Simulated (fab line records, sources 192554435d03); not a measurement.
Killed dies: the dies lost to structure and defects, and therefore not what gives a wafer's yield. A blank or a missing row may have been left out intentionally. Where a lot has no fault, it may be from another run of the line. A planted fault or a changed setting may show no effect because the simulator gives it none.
Which tool was responsible? | flow n5Finfet | 10 lots, 30 wafers sampled, at 2 steps of a route of 1938

## WHAT EACH GAUGE READ, for each wafer
N5_BEOL_M11_INSPECT_58: inspects for defects (darkfield).
lot  | measured     | on               | rawDefectCount
L822 | day 13 00:17 | defectInspect-02 | 124 30 52
L823 | day 13 02:52 | defectInspect-01 | 112 86 38
L826 | day 13 11:26 | defectInspect-01 | 62 50 638
L828 | day 14 13:15 | defectInspect-01 | 39 55 581
L839 | day 17 16:20 | defectInspect-02 | 64 60 42
L835 | day 17 21:08 | defectInspect-01 | 85 57 63
L836 | day 18 06:07 | defectInspect-01 | 59 37 59
L837 | day 18 07:22 | defectInspect-01 | 75 82 60
L840 | day 18 09:43 | defectInspect-02 | 69 48 123
L842 | day 18 11:00 | defectInspect-02 | 65 82 101

## WHICH TOOL RAN EACH LOT (tool, then ch and the chambers of the sampled wafers, then the start)
lot  | N5_BEOL_M11_PRE_CLEAN_55
L822 | pecvd-01 ch 0,1,2, day 13 00:11
L823 | pecvd-01 ch 0,1, day 13 02:45
L826 | pecvd-01 ch 1,2, day 13 11:19
L828 | pecvd-01 ch 0,1, day 14 13:08
L839 | pecvd-01 ch 1,2, day 17 16:13
L835 | pecvd-01 ch 0,1, day 17 21:02
L836 | pecvd-01 ch 0,1, day 18 06:01
L837 | pecvd-01 ch 0,1, day 18 07:16
L840 | pecvd-02 ch 0,2, day 18 09:36
L842 | pecvd-01 ch 0,1, day 18 10:53
- N5_BEOL_M11_PRE_CLEAN_55: time 15 s.

## THE ANSWER, worked out from the rows above alone
Rule: usual is defined by the lots themselves. Put in order of their means at a reading, lots are off if they are a third of the lots or fewer, leave a main group of 4 or more, and stand apart from it by a gap of 3 or more times the standard deviation of the main group's means; of several such gaps the widest counts. A main group is skipped when, at the precision printed for the reading in the tables above, its means are all equal. Also off: a lot with no number at a reading for which 4 or more lots have one. All remaining lots with rows at the step are treated as sound.
Off: L826, L828, at N5_BEOL_M11_INSPECT_58 (rawDefectCount). For the main group the mean is 70 and the standard deviation 11.
A tool fits if, at a process step before that reading, it ran every lot that is off, and no sound lot after the first of them. Gauges at N5_BEOL_M11_INSPECT_58: tried the same way as those tools. No candidate that was tried fits.

## WHAT THE SIMULATOR PUT IN
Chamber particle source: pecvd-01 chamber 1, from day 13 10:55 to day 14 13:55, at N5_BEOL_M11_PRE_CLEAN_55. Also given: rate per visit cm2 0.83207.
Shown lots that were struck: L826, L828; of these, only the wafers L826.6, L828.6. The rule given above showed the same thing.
